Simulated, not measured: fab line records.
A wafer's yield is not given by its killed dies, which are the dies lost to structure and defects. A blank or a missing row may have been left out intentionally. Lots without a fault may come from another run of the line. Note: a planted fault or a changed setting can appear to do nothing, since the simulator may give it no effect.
Lot-split experiment || flow n5Finfet || route with 1938 steps; 7 lots, 18 wafers read

## SPLIT DETAILS
At N5_BEOL_M4_SPUTTER_48 (material Cu, target thk 4.5 nm, time 8.29 s), the setting timeS was moved away from the recipe's 8.29 s on 5 of the 18 wafers read, by -11.4% to +13.5%. For the rest of the wafers, this setting stayed at what the recipe calls for.

The reading is taken at the split's own step.

## THE READING
Cu_of_BEOL_M4_SPUTTER_48.thkNm (the simulator's own value, which no gauge read), in nm, at N5_BEOL_M4_SPUTTER_48 (material Cu, target thk 4.5 nm, time 8.29 s). No usual value for it is given in the file. The 13 wafers here that ran the recipe average 4.4 nm, standard deviation 0.12 nm.

{"wafer": "L075.2", "tool, chamber at the split": "pvdSputter-01, -", "timeS as run, s": 7.346, "against the recipe": "-11.4%", "Cu_of_BEOL_M4_SPUTTER_48.thkNm, nm": 3.8, "against lot-mates on the recipe": -0.8}
{"wafer": "L075.5", "tool, chamber at the split": "pvdSputter-01, -", "timeS as run, s": 8.29, "against the recipe": "recipe", "Cu_of_BEOL_M4_SPUTTER_48.thkNm, nm": 4.6, "against lot-mates on the recipe": "-"}
{"wafer": "L076.2", "tool, chamber at the split": "pvdSputter-02, -", "timeS as run, s": 8.29, "against the recipe": "recipe", "Cu_of_BEOL_M4_SPUTTER_48.thkNm, nm": 4.4, "against lot-mates on the recipe": "-"}
{"wafer": "L076.3", "tool, chamber at the split": "pvdSputter-02, -", "timeS as run, s": 7.438, "against the recipe": "-10.3%", "Cu_of_BEOL_M4_SPUTTER_48.thkNm, nm": 4, "against lot-mates on the recipe": -0.3}
{"wafer": "L076.6", "tool, chamber at the split": "pvdSputter-02, -", "timeS as run, s": 8.29, "against the recipe": "recipe", "Cu_of_BEOL_M4_SPUTTER_48.thkNm, nm": 4.2, "against lot-mates on the recipe": "-"}
{"wafer": "L080.2", "tool, chamber at the split": "pvdSputter-03, -", "timeS as run, s": 8.29, "against the recipe": "recipe", "Cu_of_BEOL_M4_SPUTTER_48.thkNm, nm": 4.6, "against lot-mates on the recipe": "-"}
{"wafer": "L080.3", "tool, chamber at the split": "pvdSputter-03, -", "timeS as run, s": 9.338, "against the recipe": "+12.6%", "Cu_of_BEOL_M4_SPUTTER_48.thkNm, nm": 5, "against lot-mates on the recipe": "+0.4"}
{"wafer": "L082.3", "tool, chamber at the split": "pvdSputter-01, -", "timeS as run, s": 8.29, "against the recipe": "recipe", "Cu_of_BEOL_M4_SPUTTER_48.thkNm, nm": 4.4, "against lot-mates on the recipe": "-"}
{"wafer": "L082.4", "tool, chamber at the split": "pvdSputter-01, -", "timeS as run, s": 8.29, "against the recipe": "recipe", "Cu_of_BEOL_M4_SPUTTER_48.thkNm, nm": 4.4, "against lot-mates on the recipe": "-"}
{"wafer": "L082.6", "tool, chamber at the split": "pvdSputter-01, -", "timeS as run, s": 8.29, "against the recipe": "recipe", "Cu_of_BEOL_M4_SPUTTER_48.thkNm, nm": 4.6, "against lot-mates on the recipe": "-"}
{"wafer": "L085.2", "tool, chamber at the split": "pvdSputter-01, -", "timeS as run, s": 8.29, "against the recipe": "recipe", "Cu_of_BEOL_M4_SPUTTER_48.thkNm, nm": 4.4, "against lot-mates on the recipe": "-"}
{"wafer": "L085.4", "tool, chamber at the split": "pvdSputter-01, -", "timeS as run, s": 7.425, "against the recipe": "-10.4%", "Cu_of_BEOL_M4_SPUTTER_48.thkNm, nm": 4, "against lot-mates on the recipe": -0.4}
{"wafer": "L086.1", "tool, chamber at the split": "pvdSputter-03, -", "timeS as run, s": 8.29, "against the recipe": "recipe", "Cu_of_BEOL_M4_SPUTTER_48.thkNm, nm": 4.2, "against lot-mates on the recipe": "-"}
{"wafer": "L086.4", "tool, chamber at the split": "pvdSputter-03, -", "timeS as run, s": 8.29, "against the recipe": "recipe", "Cu_of_BEOL_M4_SPUTTER_48.thkNm, nm": 4.4, "against lot-mates on the recipe": "-"}
{"wafer": "L086.5", "tool, chamber at the split": "pvdSputter-03, -", "timeS as run, s": 8.29, "against the recipe": "recipe", "Cu_of_BEOL_M4_SPUTTER_48.thkNm, nm": 4.4, "against lot-mates on the recipe": "-"}
{"wafer": "L096.1", "tool, chamber at the split": "pvdSputter-01, -", "timeS as run, s": 8.29, "against the recipe": "recipe", "Cu_of_BEOL_M4_SPUTTER_48.thkNm, nm": 4.4, "against lot-mates on the recipe": "-"}
{"wafer": "L096.4", "tool, chamber at the split": "pvdSputter-01, -", "timeS as run, s": 8.29, "against the recipe": "recipe", "Cu_of_BEOL_M4_SPUTTER_48.thkNm, nm": 4.4, "against lot-mates on the recipe": "-"}
{"wafer": "L096.6", "tool, chamber at the split": "pvdSputter-01, -", "timeS as run, s": 9.409, "against the recipe": "+13.5%", "Cu_of_BEOL_M4_SPUTTER_48.thkNm, nm": 5, "against lot-mates on the recipe": "+0.6"}

FIT RESULTS
A straight line over all 18 wafers: Cu_of_BEOL_M4_SPUTTER_48.thkNm changes by +0.045 nm for each +1% of timeS; r = +0.93; the points scatter about the line by 0.12 nm.
The same after taking each lot's own level away (the mean of its wafers on the recipe; 18 wafers): +0.0429 nm for each +1%; r = +0.93; scatter 0.11 nm.
That fit puts the effect of the largest move of timeS on the reading at 0.58 nm.
Across the lots, their own levels run from 4.30 to 4.60 nm, a range of 2.4 times the standard deviation given above.
So the lot-to-lot level changes the slope little: the two slopes agree.
Check: with one of the wafers moved furthest among these (+13.5%) left out of the fit, the line predicts +0.548 nm for it against its lot-mates. Against them it came out at +0.6 nm.

## THESE WAFERS: OTHER SPLITS
These wafers also went through other splits before the reading. Each is held against what the fit with the lots' levels taken away leaves over:
{"other split on the same wafers": "N5_BEOL_M1_EXPOSE_08 doseMj", "wafers away from the commonest value": 6, "r with Cu_of_BEOL_M4_SPUTTER_48.thkNm (lot level and that fit taken away)": "+0.10"}
{"other split on the same wafers": "N5_BEOL_M2_ALD_98 aldCycles", "wafers away from the commonest value": 7, "r with Cu_of_BEOL_M4_SPUTTER_48.thkNm (lot level and that fit taken away)": -0.21}
{"other split on the same wafers": "N5_BEOL_M3_COAT_76 spinRpm", "wafers away from the commonest value": 7, "r with Cu_of_BEOL_M4_SPUTTER_48.thkNm (lot level and that fit taken away)": "+0.02"}
{"other split on the same wafers": "N5_BEOL_M3_COAT_22 spinRpm", "wafers away from the commonest value": 5, "r with Cu_of_BEOL_M4_SPUTTER_48.thkNm (lot level and that fit taken away)": "+0.62"}

## FILE'S OWN FIT
Cu_of_BEOL_M4_SPUTTER_48.thkNm changes by +0.0425 nm for each +1% of timeS, r = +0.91.
